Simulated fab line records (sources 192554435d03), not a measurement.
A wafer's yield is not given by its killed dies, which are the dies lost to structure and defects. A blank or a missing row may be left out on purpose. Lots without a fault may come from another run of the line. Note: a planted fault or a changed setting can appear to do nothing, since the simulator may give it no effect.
Matching of chambers / flow n5 finfet / N5_HKMG_FIN_DESCUM_17 on rie diel-05: 4 sister chambers
The step chemistry O2, time 7.9 s. 4 wafers are shown with their chamber, then 9 later ones without.

== WAFERS, EACH WITH ITS CHAMBER ==
wafer=L087.1; chamber=2; throttle valve pct (%)=20.5
wafer=L089.5; chamber=0; throttle valve pct (%)=20.0
wafer=L090.2; chamber=3; throttle valve pct (%)=20.3
wafer=L090.6; chamber=1; throttle valve pct (%)=20.7

== WAFERS WITHOUT THEIR CHAMBER ==
wafer=L091.1; throttle valve pct (%)=20.3
wafer=L091.2; throttle valve pct (%)=20.5
wafer=L091.6; throttle valve pct (%)=20.7
wafer=L095.1; throttle valve pct (%)=20.1
wafer=L095.3; throttle valve pct (%)=20.2
wafer=L095.6; throttle valve pct (%)=20.1
wafer=L096.2; throttle valve pct (%)=20.1
wafer=L096.3; throttle valve pct (%)=20.5
wafer=L096.6; throttle valve pct (%)=20.1

== EACH ONE'S CHAMBER ==
wafer=L091.1; from the rows above=3; in truth=3
wafer=L091.2; from the rows above=2; in truth=2
wafer=L091.6; from the rows above=1; in truth=1
wafer=L095.1; from the rows above=can't be placed: 0 or 3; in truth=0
wafer=L095.3; from the rows above=can't be placed: 3 or 0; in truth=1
wafer=L095.6; from the rows above=can't be placed: 0 or 3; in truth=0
wafer=L096.2; from the rows above=can't be placed: 0 or 3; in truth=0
wafer=L096.3; from the rows above=2; in truth=2
wafer=L096.6; from the rows above=can't be placed: 0 or 3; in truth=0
Correct placement for 4 of the 9. Cannot be placed on the basis of these rows: 5; the candidates contain the true chamber in 4. Number placed wrongly: 0.
How it was worked out, from the rows above alone: a wafer's distance from a chamber is the root of the sum, over the readings, of the square of ((its reading less the chamber's mean) divided by the reading's scatter). The wafer belongs to the nearest chamber; if the next one is less than 2 further off, it can't be placed. For every chamber, the mean is computed from those of its wafers that are shown. The scatter: with one shown wafer a chamber, the root of the mean of the squares of how far each hidden wafer lies from its nearest shown one.
